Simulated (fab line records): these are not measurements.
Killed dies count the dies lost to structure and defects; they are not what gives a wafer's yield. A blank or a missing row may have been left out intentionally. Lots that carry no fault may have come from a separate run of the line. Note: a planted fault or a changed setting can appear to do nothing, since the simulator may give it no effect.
Matching of chambers + flow nand_harc + NHARC_A_STAIRCASE_DEP_325 on pecvd-01: 3 sister chambers
The step deposits SiO2, target thk 3800 nm. 3 wafers are shown with their chamber, then 9 later ones without.

## WAFERS WITH THEIR CHAMBER
| wafer  | chamber | heater_power_w (W) |
|--------|---------|--------------------|
| L088.1 | 2       | 833                |
| L088.3 | 0       | 624                |
| L088.6 | 1       | 593                |

## WAFERS MISSING THEIR CHAMBER
| wafer  | heater_power_w (W) |
|--------|--------------------|
| L090.1 | 737                |
| L090.2 | 693                |
| L090.3 | 646                |
| L091.4 | 698                |
| L091.5 | 536                |
| L091.6 | 613                |
| L097.2 | 704                |
| L097.3 | 626                |
| L097.6 | 593                |

## WHICH CHAMBER EACH WENT THROUGH
| wafer  | from the rows above          | in truth |
|--------|------------------------------|----------|
| L090.1 | can't be placed: 2 or 0 or 1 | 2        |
| L090.2 | can't be placed: 0 or 1 or 2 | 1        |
| L090.3 | can't be placed: 0 or 1      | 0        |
| L091.4 | can't be placed: 0 or 1 or 2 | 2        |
| L091.5 | can't be placed: 1 or 0      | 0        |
| L091.6 | can't be placed: 0 or 1      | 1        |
| L097.2 | can't be placed: 0 or 1 or 2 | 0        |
| L097.3 | can't be placed: 0 or 1      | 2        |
| L097.6 | can't be placed: 1 or 0      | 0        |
Correct placement for 0 of the 9. Cannot be placed on the basis of these rows: 9; the candidates contain the true chamber in 8. 0 placed wrongly.
How it was worked out, from the rows above alone: a wafer's distance from a chamber is the root of the sum, over the readings, of the square of ((its reading less the chamber's mean) divided by the reading's scatter). If the next closest chamber is less than 2 further off than the closest, the wafer can't be placed; otherwise it belongs to the closest. A chamber's mean is the mean of its shown wafers. The scatter: root of mean squared gap, hidden wafer to nearest shown wafer, with one shown wafer a chamber.
